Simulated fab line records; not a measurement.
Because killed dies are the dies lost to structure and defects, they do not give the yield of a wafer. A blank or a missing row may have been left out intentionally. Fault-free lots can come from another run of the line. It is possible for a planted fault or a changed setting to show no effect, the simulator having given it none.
A lot that was struck, set against a sound lot    flow nand harc    21 steps out of a route of 1159
Sound: the wafers L910.1, L910.2, L910.4. The struck wafers were L922.1, L922.4, L922.6. At the end, the cause is stated.
For every step that has rows: the tool of each side, followed by ch and its chambers, followed by its first start. Under that, the readings that differ: sound wafers    struck wafers    difference of the means    sigmas: that difference in standard deviations of wafers without a fault.
alike: same words and numbers on both sides, and readings whose means sit less than 2 such deviations apart. not compared: any withheld reading, any reading some wafer has no value for, any bound like >300 that may hide the same value, and any number with overlapping values for which the record gives no deviation.
Wherever a step has rows on one side only, a row that says differs or no value, or a row with sigmas, the two part there. When numbers do not overlap yet have no deviation, they are printed without sigmas and do not part them. A reading missing from all wafers of one side parts the sides only when that side holds two or more wafers.

NHARC_P_CONTACT_CMP_24: polishes, t overpolish 30 s, target thk 200 nm.
  sound on cmp-03 ch 1,2,3, day 6 22:58; struck on cmp-04 ch 0,1,2, day 9 16:14
  alike: edge zone pressure frac, motor current A, overpolish run s, retaining ring pressure frac, slurry flow ml min, time to endpoint s
following that, these wafers have no rows for 1 step: NHARC_P_CONTACT_SRD_26.
NHARC_P_CONTACT_INSPECT_27:
  struck on defect inspect-01, day 9 16:35; sound on defect inspect-01, day 6 23:22
  alike: raw defect count
then, 8 steps without rows for these wafers: NHARC_P_M0_DEP_00 (deposits SiOC, target thk 150 nm); NHARC_P_M0_DEHYDRATE_01 (time 120 s); NHARC_P_M0_HMDS_02 (time 30 s); NHARC_P_M0_COAT_33 (time 65 s); NHARC_P_M0_COAT_03 (resist thk 90 nm); NHARC_P_M0_SOFTBAKE_04 (time 55 s); NHARC_P_M0_EBR_05; NHARC_P_M0_EXPOSE_06 (exposes mask P M0, target cd 90 nm).
NHARC_P_M0_PEB_07: peb time 65 s.
  sound on litho track-01 ch 0, day 7 00:11; struck on litho track-04 ch 0, day 9 17:26
reading                   sound                struck                difference  sigmas
heater power total W (W)  156.8 156.6 156.6    165.2 165.0 164.7     +8.3        +19
plate temp C (C)          99.93 100.02 100.03  104.00 104.01 104.06  +4.03       +34
  alike: chill plate temp C
then, 1 step without rows for these wafers: NHARC_P_M0_DEVELOP_08 (develop time 35 s).
NHARC_P_M0_CD_MEAS_09: the cd target is 90 nm.
  sound on cd sem-03 ch 0, day 7 00:16; struck on cd sem-03 ch 0, day 9 17:31
reading     sound           struck             difference  sigmas
cd nm (nm)  89.0 90.0 89.6  103.3 103.9 103.2  +13.9       +22
NHARC_P_M0_OVL_MEAS_10: pitch 180 nm.
  struck on overlay-02, day 9 17:36; sound on overlay-02, day 7 00:21
reading            sound           struck       difference  sigmas
overlay y nm (nm)  -1.0 -1.4 -1.1  0.6 0.1 0.4  +1.5        +2
  alike: overlay x nm
NHARC_P_M0_INSPECT_11:
  struck on defect inspect-02, day 9 17:38; sound on defect inspect-02, day 7 00:23
  alike: raw defect count
NHARC_P_M0_DESCUM_14: chemistry O2, time 3 s.
  sound on rie diel-02 ch 0,2,3, day 7 00:27; struck on rie diel-06 ch 0,1,2, day 9 17:42
reading                sound              struck           difference  sigmas
model.P_M0.cd nm (nm)  89.62 91.05 89.91  103.7 104 103.3  +13.5       
  alike: drypump motor current A, oes product au, rf vpp V, showerhead plenum p Torr, throttle valve pct
  not compared: rf hours counter h
NHARC_P_M0_ETCH_34: etches the open film in N2/H2, target depth 40 nm, overetch 12 nm, time 43.94 s.
  sound on rie diel-02 ch 0,1,2, day 7 00:32; struck on rie diel-06 ch 0,3, day 9 17:47
  alike: drypump motor current A, oes product au, rf vpp V, showerhead plenum p Torr, throttle valve pct
  not compared: rf hours counter h
NHARC_P_M0_ETCH_15: etches the open film in C4F8/Ar, target depth 150 nm, overetch 15 nm, time 82.5 s.
  sound on rie diel-02 ch 1,2,3; struck on rie diel-06 ch 0,2,3
reading                sound              struck             difference  sigmas
oes product au (a.u.)  0.972 0.979 0.983  0.928 0.926 0.912  -0.056      -2
model.P_M0.cd nm (nm)  89.65 91.07 89.96  103.2 103.9 103.1  +13.2       
  alike: rf vpp V
  not compared: rf hours counter h
NHARC_P_M0_CD_MEAS_16:
  struck on cd sem-01, day 9 17:59; sound on cd sem-03, day 7 00:45
reading     sound           struck             difference  sigmas
cd nm (nm)  89.7 91.3 89.8  103.4 103.9 103.2  +13.2       +16
-- break in the record here, with 14 days between the starts of the struck wafers on either side (left off in module P_M0, picked up again in module END, where the first step shown is number 1159 on the route) --
NHARC_END_SORT_01:
  here the record holds rows for the struck wafers (prober-01 ch 0, day 23 18:02) but none for the sound ones

== WHERE THEY PART ==
Last at NHARC_END_SORT_01 as far as this record goes, first at NHARC_P_M0_PEB_07.

WHY: what the simulator had put in
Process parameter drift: litho track-04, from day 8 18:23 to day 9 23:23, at NHARC_P_M0_PEB_07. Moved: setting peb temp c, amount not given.
